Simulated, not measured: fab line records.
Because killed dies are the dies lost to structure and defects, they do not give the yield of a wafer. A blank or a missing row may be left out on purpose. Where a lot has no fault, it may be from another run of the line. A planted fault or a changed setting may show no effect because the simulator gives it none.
Split-lot trial ; flow n5_finfet ; on a route of 1938 steps: 7 lots, 39 wafers read

== ON THE SPLIT ==
At N5_GATE_CUT_ETCH_58 (etches SiNx in CH3F/O2, target depth 17 nm, time 128.6 s), the setting bias_w was moved away from the recipe's 21 W on 15 of the 39 wafers read, by -10.3% to +11.8%. This setting was run at the recipe's value on the other wafers.

The split's own step is where the reading is taken.

== THE READING ==
rf_vpp_V, in V, at N5_GATE_CUT_ETCH_58 (etches SiNx in CH3F/O2, target depth 17 nm, time 128.6 s). Fault-free wafers of this fab line usually give 99.1 V, standard deviation 1.1 V.

wafer;tool, chamber at the split;bias_w as run, W;against the recipe;rf_vpp_V, V;against lot-mates on the recipe
L074.1;rie_diel-02, 3;23.47;+11.8%;108.1;+9.7
L074.2;rie_diel-02, 1;21;recipe;99.5;-
L074.3;rie_diel-02, 0;23.47;+11.8%;108.1;+9.7
L074.4;rie_diel-02, 2;21;recipe;96.6;-
L074.5;rie_diel-02, 2;21;recipe;99.0;-
L074.6;rie_diel-02, 3;23.47;+11.8%;108.9;+10.5
L079.1;rie_diel-02, 0;21;recipe;98.3;-
L079.3;rie_diel-02, 3;21;recipe;99.2;-
L079.6;rie_diel-02, 1;21;recipe;99.5;-
L080.1;rie_diel-02, 0;21;recipe;97.6;-
L080.2;rie_diel-02, 3;21;recipe;100.1;-
L080.3;rie_diel-02, 1;21;recipe;99.5;-
L080.4;rie_diel-02, 2;23.04;+9.7%;104.8;+5.7
L080.5;rie_diel-02, 3;23.04;+9.7%;106.4;+7.3
L080.6;rie_diel-02, 2;23.04;+9.7%;103.9;+4.8
L081.1;rie_diel-06, 2;21;recipe;99.3;-
L081.2;rie_diel-06, 0;19.55;-6.9%;93.7;-5.4
L081.3;rie_diel-06, 1;19.55;-6.9%;92.2;-6.9
L081.4;rie_diel-06, 3;21;recipe;98.7;-
L081.5;rie_diel-06, 0;21;recipe;99.2;-
L081.6;rie_diel-06, 3;19.55;-6.9%;93.2;-5.9
L082.1;rie_diel-06, 3;21;recipe;97.9;-
L082.2;rie_diel-06, 2;21;recipe;100.0;-
L082.3;rie_diel-06, 1;21;recipe;98.3;-
L082.4;rie_diel-06, 0;21;recipe;98.9;-
L082.5;rie_diel-06, 0;21;recipe;98.5;-
L082.6;rie_diel-06, 3;21;recipe;98.3;-
L084.1;rie_diel-06, 2;21;recipe;99.8;-
L084.2;rie_diel-06, 3;21;recipe;98.0;-
L084.3;rie_diel-06, 0;18.83;-10.3%;92.3;-6.5
L084.4;rie_diel-06, 1;18.83;-10.3%;90.9;-7.9
L084.5;rie_diel-06, 2;18.83;-10.3%;92.0;-6.8
L084.6;rie_diel-06, 3;21;recipe;98.5;-
L091.1;rie_diel-02, 0;21;recipe;97.5;-
L091.2;rie_diel-02, 1;23.39;+11.4%;107.1;+8.0
L091.3;rie_diel-02, 2;23.39;+11.4%;105.1;+6.0
L091.4;rie_diel-02, 3;21;recipe;100.5;-
L091.5;rie_diel-02, 1;21;recipe;99.4;-
L091.6;rie_diel-02, 0;23.39;+11.4%;105.8;+6.7

THE FIT
A straight line over all 39 wafers: rf_vpp_V changes by +0.714 V for each +1% of bias_w; r = +0.98; the points scatter about the line by 1 V.
The same after taking each lot's own level away (the mean of its wafers on the recipe; 39 wafers): +0.716 V for each +1%; r = +0.97; scatter 1.1 V.
That fit puts the effect of the largest move of bias_w on the reading at 8.4 V.
Across the lots, their own levels run from 98.37 to 99.13 V, a range of 0.7 times the standard deviation given above.
So the lot-to-lot level changes the slope little: the two slopes agree.
Check: with one of the wafers moved furthest among these (+11.8%) left out of the fit, the line predicts +8.15 V for it against its lot-mates. Against them it came out at +9.73 V.
Tool readings at the split's step, against how far the setting was moved: rf_vpp_V r = +0.98.

== ADDITIONAL SPLITS CARRIED BY THESE WAFERS ==
These wafers also went through other splits before the reading. Each is held against what the fit with the lots' levels taken away leaves over:
other split on the same wafers;wafers away from the commonest value;r with rf_vpp_V (lot level and that fit taken away)
N5_FIN_SAQP_MANDREL_ETCH_22 icp_w;18;+0.10
N5_FIN_SAQP_SPACER1_ALD_24 ald_cycles;12;-0.05
N5_HKMG_FIN_ETCH_54 bias_w;12;-0.15
N5_HKMG_FIN_ETCH_31 bias_w;18;+0.08

== FILE'S OWN FIT ==
rf_vpp_V changes by +0.712 V for each +1% of bias_w, r = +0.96.
